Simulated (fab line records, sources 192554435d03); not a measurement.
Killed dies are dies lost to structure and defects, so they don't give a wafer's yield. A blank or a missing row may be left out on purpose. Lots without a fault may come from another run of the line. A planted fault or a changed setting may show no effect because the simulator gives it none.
Which tool did it? | flow n5_finfet | 12 lots, 36 wafers sampled, at 5 steps of a route of 1938

WHAT THE GAUGES READ, wafer by wafer
N5_BEOL_M10_CD_MEAS_28: target cd 70 nm.
lot  | measured     | on        | cd_nm (nm)
L734 | day 10 20:20 | cd_sem-02 | 70.0 70.0 70.2
L735 | day 11 06:34 | cd_sem-02 | 69.7 70.3 70.2
L738 | day 11 17:49 | cd_sem-03 | 70.3 70.2 70.4
L736 | day 11 20:38 | cd_sem-03 | 70.2 70.0 69.8
L739 | day 11 23:17 | cd_sem-02 | 71.3 70.2 70.3
L742 | day 13 04:02 | cd_sem-03 | 70.2 69.8 69.3
L745 | day 13 08:25 | cd_sem-02 | 69.9 69.0 69.7
L747 | day 14 16:22 | cd_sem-03 | 80.1 79.4 81.1
L750 | day 14 23:15 | cd_sem-02 | 79.6 79.9 79.7
L752 | day 15 08:16 | cd_sem-03 | 69.4 68.3 69.0
L753 | day 15 19:25 | cd_sem-01 | 70.5 70.8 71.5
L754 | day 15 21:28 | cd_sem-02 | 69.6 70.8 70.0

N5_BEOL_M10_OVL_MEAS_29.
lot  | measured     | on         | V9_OVL (nm)
L734 | day 10 20:22 | overlay-02 | -1.2 -0.5 -1.3
L735 | day 11 06:36 | overlay-02 | -1.1 -1.5 -0.8
L738 | day 11 17:51 | overlay-01 | -1.5 -1.0 -0.4
L736 | day 11 20:40 | overlay-01 | 0.0 0.0 -0.2
L739 | day 11 23:19 | overlay-01 | -1.6 -0.2 -0.5
L742 | day 13 04:04 | overlay-02 | -1.2 -2.1 -1.8
L745 | day 13 08:26 | overlay-02 | -0.9 -0.5 -1.8
L747 | day 14 16:24 | overlay-01 | -1.0 -1.0 -1.4
L750 | day 14 23:17 | overlay-01 | -2.0 -1.7 0.0
L752 | day 15 08:18 | overlay-01 | 0.4 0.2 -0.8
L753 | day 15 19:26 | overlay-01 | 0.3 0.9 0.2
L754 | day 15 21:29 | overlay-01 | -1.3 -0.9 -0.1

WHICH TOOL RAN EACH LOT (tool, then ch and the chambers of the sampled wafers, then the start)
lot  | N5_BEOL_M10_HM_DEP_02        | N5_BEOL_M10_DESCUM_16              | N5_BEOL_M10_EXPOSE_25
L734 | pvd_sputter-03, day 10 16:48 | rie_diel-05 ch 2,3, day 10 18:22   | arfi_scanner-02 ch 0, day 10 20:13
L735 | pvd_sputter-01, day 11 04:10 | rie_diel-02 ch 0,1,2, day 11 04:46 | arfi_scanner-02 ch 0, day 11 06:28
L738 | pvd_sputter-03, day 11 16:22 | rie_diel-02 ch 0,3, day 11 16:56   | arfi_scanner-02 ch 0, day 11 17:41
L736 | pvd_sputter-03, day 11 18:06 | rie_diel-01 ch 0,1, day 11 18:41   | arfi_scanner-01 ch 0, day 11 20:31
L739 | pvd_sputter-03, day 11 20:20 | rie_diel-01 ch 0,1, day 11 21:05   | arfi_scanner-01 ch 0, day 11 23:10
L742 | pvd_sputter-01, day 13 01:00 | rie_diel-02 ch 0,2, day 13 01:27   | arfi_scanner-02 ch 0, day 13 03:55
L745 | pvd_sputter-01, day 13 05:40 | rie_diel-02 ch 0,1,2, day 13 06:07 | arfi_scanner-02 ch 0, day 13 08:17
L747 | pvd_sputter-03, day 14 15:01 | rie_diel-05 ch 0,1, day 14 15:28   | arfi_scanner-02 ch 0, day 14 16:14
L750 | pvd_sputter-02, day 14 20:09 | rie_diel-01 ch 0,1,2, day 14 20:54 | arfi_scanner-02 ch 0, day 14 23:08
L752 | pvd_sputter-03, day 15 06:48 | rie_diel-01 ch 0,2, day 15 07:23   | arfi_scanner-01 ch 0, day 15 08:08
L753 | pvd_sputter-02, day 15 16:57 | rie_diel-02 ch 0,2,3, day 15 17:32 | arfi_scanner-01 ch 0, day 15 19:17
L754 | pvd_sputter-01, day 15 20:01 | rie_diel-01 ch 0,2,3, day 15 20:35 | arfi_scanner-03 ch 0, day 15 21:20
- N5_BEOL_M10_HM_DEP_02: deposits TiN, target thk 20 nm.
- N5_BEOL_M10_DESCUM_16: chemistry O2, time 7.9 s.
- N5_BEOL_M10_EXPOSE_25: exposes mask V9.

WHAT THE TOOLS THEMSELVES READ (means of the sampled wafers that have a number; where no wafer has one, the mark that the record gives instead)
N5_BEOL_M10_HM_DEP_02.
lot  | tool           | throttle_valve_pct (%)
L734 | pvd_sputter-03 | 30.3
L735 | pvd_sputter-01 | 29.9
L738 | pvd_sputter-03 | 30.0
L736 | pvd_sputter-03 | 30.2
L739 | pvd_sputter-03 | 30.4
L742 | pvd_sputter-01 | 30.5
L745 | pvd_sputter-01 | 30.4
L747 | pvd_sputter-03 | 30.0
L750 | pvd_sputter-02 | 30.8
L752 | pvd_sputter-03 | 30.1
L753 | pvd_sputter-02 | 30.8
L754 | pvd_sputter-01 | 30.0

N5_BEOL_M10_DESCUM_16.
lot  | tool        | drypump_motor_current_A (A) | oes_product_au (a.u.) | rf_vpp_V (V) | showerhead_plenum_p_Torr (Torr) | throttle_valve_pct (%)
L734 | rie_diel-05 | 5.5                         | 0.70                  | 242.0        | 2.037                           | 20.78
L735 | rie_diel-02 | 5.9                         | 0.73                  | 242.8        | 2.058                           | 20.54
L738 | rie_diel-02 | 5.8                         | 0.75                  | 241.8        | 2.043                           | 20.46
L736 | rie_diel-01 | 6.3                         | 0.89                  | 242.2        | 2.043                           | 20.11
L739 | rie_diel-01 | 6.0                         | 0.95                  | 243.2        | 2.051                           | 20.16
L742 | rie_diel-02 | 5.7                         | 0.74                  | 242.7        | 2.029                           | 20.64
L745 | rie_diel-02 | 5.9                         | 0.72                  | 242.2        | 2.052                           | 20.57
L747 | rie_diel-05 | 5.4                         | 0.89                  | 242.6        | 2.054                           | 20.17
L750 | rie_diel-01 | 6.0                         | 0.85                  | 242.9        | 2.034                           | 20.29
L752 | rie_diel-01 | 6.2                         | 0.81                  | 241.7        | 2.025                           | 20.26
L753 | rie_diel-02 | 5.9                         | 0.71                  | 242.1        | 2.049                           | 20.61
L754 | rie_diel-01 | 5.7                         | 0.86                  | 242.5        | 2.033                           | 20.32

N5_BEOL_M10_EXPOSE_25.
lot  | tool            | exposure_dose_mJ_cm2 | focus_offset_nm (nm) | reticle_temp_C (C)
L734 | arfi_scanner-02 | 85.61                | 0.1                  | 23.07
L735 | arfi_scanner-02 | 85.49                | -0.4                 | 23.02
L738 | arfi_scanner-02 | 85.42                | 0.2                  | 22.93
L736 | arfi_scanner-01 | 85.52                | -0.4                 | 23.04
L739 | arfi_scanner-01 | 85.54                | -0.1                 | 22.95
L742 | arfi_scanner-02 | 85.39                | -0.1                 | 23.01
L745 | arfi_scanner-02 | 85.48                | -0.1                 | 23.01
L747 | arfi_scanner-02 | 96.49                | 0.5                  | 23.02
L750 | arfi_scanner-02 | 94.10                | 0.2                  | 23.05
L752 | arfi_scanner-01 | 85.56                | -0.6                 | 22.88
L753 | arfi_scanner-01 | 85.45                | -0.1                 | 23.19
L754 | arfi_scanner-03 | 85.50                | -0.3                 | 23.07

THE ANSWER, worked out from the rows above alone
Rule: what is usual is taken from the lots themselves. Put in order of their means at a reading, lots are off if they are a third of the lots or fewer, leave a main group of 4 or more, and stand apart from it by a gap of 3 or more times the standard deviation of the main group's means; of several such gaps the widest counts. A main group whose means are all the same, to the digits that the tables above print for the reading, isn't used. A lot without any number at a reading at which 4 lots or more have one is off too. The other lots that the step has rows for count as sound. The gauges are gone through in route order, then the tools' own readings, and for those a lot's mean is taken as printed above. The first step at which some lot is off is used, and at that step the reading that is off furthest; a lot without a number counts as furthest.
Off: L747, L750, at N5_BEOL_M10_CD_MEAS_28 (cd_nm). The main group: mean 70.0 nm, standard deviation 0.53.
A tool fits if, at a process step before that reading, it ran every lot that is off, and no sound lot after the first of them. The gauges at N5_BEOL_M10_CD_MEAS_28 aren't tried: what is off there is off at N5_BEOL_M10_EXPOSE_25 too, on other tools, and a gauge's error can't cause that. One fits: arfi_scanner-02 at N5_BEOL_M10_EXPOSE_25. Its last sound lot is L745 (day 13 08:17), its first lot that is off L747 (day 14 16:14): a fault that began between those two fits.
The tool's own readings at N5_BEOL_M10_EXPOSE_25 bear it out: on the lots that are off they differ by more than 5 times the standard deviation of the sound lots' means. exposure_dose_mJ_cm2 reads 95.29 there against 85.50 on the sound lots.

WHAT THE SIMULATOR HAD PUT IN
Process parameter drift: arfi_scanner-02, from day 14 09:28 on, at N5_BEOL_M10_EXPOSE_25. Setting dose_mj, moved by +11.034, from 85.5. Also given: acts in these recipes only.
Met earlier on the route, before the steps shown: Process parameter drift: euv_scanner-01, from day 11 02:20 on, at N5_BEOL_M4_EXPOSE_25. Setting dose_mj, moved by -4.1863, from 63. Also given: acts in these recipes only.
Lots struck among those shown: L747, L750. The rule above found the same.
